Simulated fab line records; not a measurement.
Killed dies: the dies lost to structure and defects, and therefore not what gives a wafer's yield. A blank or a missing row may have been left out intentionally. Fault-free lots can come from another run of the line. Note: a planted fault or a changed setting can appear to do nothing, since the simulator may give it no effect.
Split-lot trial	flow n5 finfet	7 lots, 21 wafers read, on a route of 1938 steps

== THE SPLIT ==
At N5_GATE_CUT_ETCH_37 (etches SOC in N2/H2, target depth 60 nm, overetch 12 nm, time 90 s), the setting bias w was moved away from the recipe's 150 W on 8 of the 21 wafers read, by -17.3% to +9.8%. All remaining wafers had this setting at the recipe value.

Reading taken at the split's own step.

== THE READING ==
rf vpp V, in V, at N5_GATE_CUT_ETCH_37 (etches SOC in N2/H2, target depth 60 nm, overetch 12 nm, time 90 s). Fault-free wafers of this fab line usually give 524.4 V, standard deviation 2.4 V.

wafer	tool, chamber at the split	bias w as run, W	against the recipe	rf vpp V, V	against lot-mates on the recipe
L085.1	rie diel-02, 3	150	recipe	525.6	-
L085.5	rie diel-02, 0	131	-12.7%	483.2	-42.4
L085.6	rie diel-02, 1	131	-12.7%	481.6	-44.0
L086.2	rie diel-05, 0	128.4	-14.4%	470.7	no lot-mate on the recipe
L086.3	rie diel-05, 3	128.4	-14.4%	476.4	no lot-mate on the recipe
L086.6	rie diel-05, 1	128.4	-14.4%	475.5	no lot-mate on the recipe
L087.1	rie diel-02, 1	150	recipe	525.7	-
L087.4	rie diel-02, 0	150	recipe	524.7	-
L087.5	rie diel-02, 3	124.1	-17.3%	466.1	-59.1
L089.1	rie diel-03, 1	150	recipe	524.1	-
L089.3	rie diel-03, 3	150	recipe	527.1	-
L089.5	rie diel-03, 3	150	recipe	525.3	-
L093.1	rie diel-02, 3	164.7	+9.8%	556.7	+29.7
L093.2	rie diel-02, 0	150	recipe	527.0	-
L093.4	rie diel-02, 2	164.7	+9.8%	553.0	+26.0
L095.1	rie diel-05, 0	150	recipe	520.8	-
L095.2	rie diel-05, 2	150	recipe	522.3	-
L095.4	rie diel-05, 0	150	recipe	520.4	-
L096.1	rie diel-03, 2	150	recipe	525.9	-
L096.3	rie diel-03, 1	150	recipe	523.4	-
L096.4	rie diel-03, 3	150	recipe	527.0	-

THE FIT
A straight line over all 21 wafers: rf vpp V changes by +3.36 V for each +1% of bias w; r = +1.00; the points scatter about the line by 2.4 V.
The same after taking each lot's own level away (the mean of its wafers on the recipe; 18 wafers): +3.26 V for each +1%; r = +1.00; scatter 1.9 V.
Per that fit: largest bias w move, reading shift of 56 V.
Across the lots, their own levels run from 521.17 to 527.00 V, a range of 2.4 times the standard deviation given above.
The two slopes agree, so the slope changes little with the lot-to-lot level.
Check: for one of the wafers moved furthest among these (-17.3%), held out of the fit, the line's prediction against its lot-mates is -55.8 V. It came out at -59.1 V against them.
Tool readings at the split's step, against how far the setting was moved: rf vpp V r = +1.00.

== OTHER SPLITS APPLIED TO THESE WAFERS ==
Other splits were also applied to these wafers ahead of the reading. Each is held against what the fit with the lots' levels taken away leaves over:
other split on the same wafers	wafers away from the commonest value	r with rf vpp V (lot level and that fit taken away)
N5_WELL_APT_PEB_23 peb temp c	7	+0.08
N5_WELL_APT_DESCUM_30 time s	5	+0.17
N5_DUMMY_GATE_COAT_28 spin rpm	7	-0.32
N5_SD_EPI_N_EPI_21 temp c	8	+0.01
N5_SD_EPI_P_COAT_34 spin rpm	4	-0.01
N5_SDB_COAT_05 spin rpm	9	-0.22
N5_HKMG_FIN_COAT_29 spin rpm	9	-0.20

== THE FILE'S OWN FIT ==
rf vpp V changes by +3.32 V for each +1% of bias w, r = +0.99.
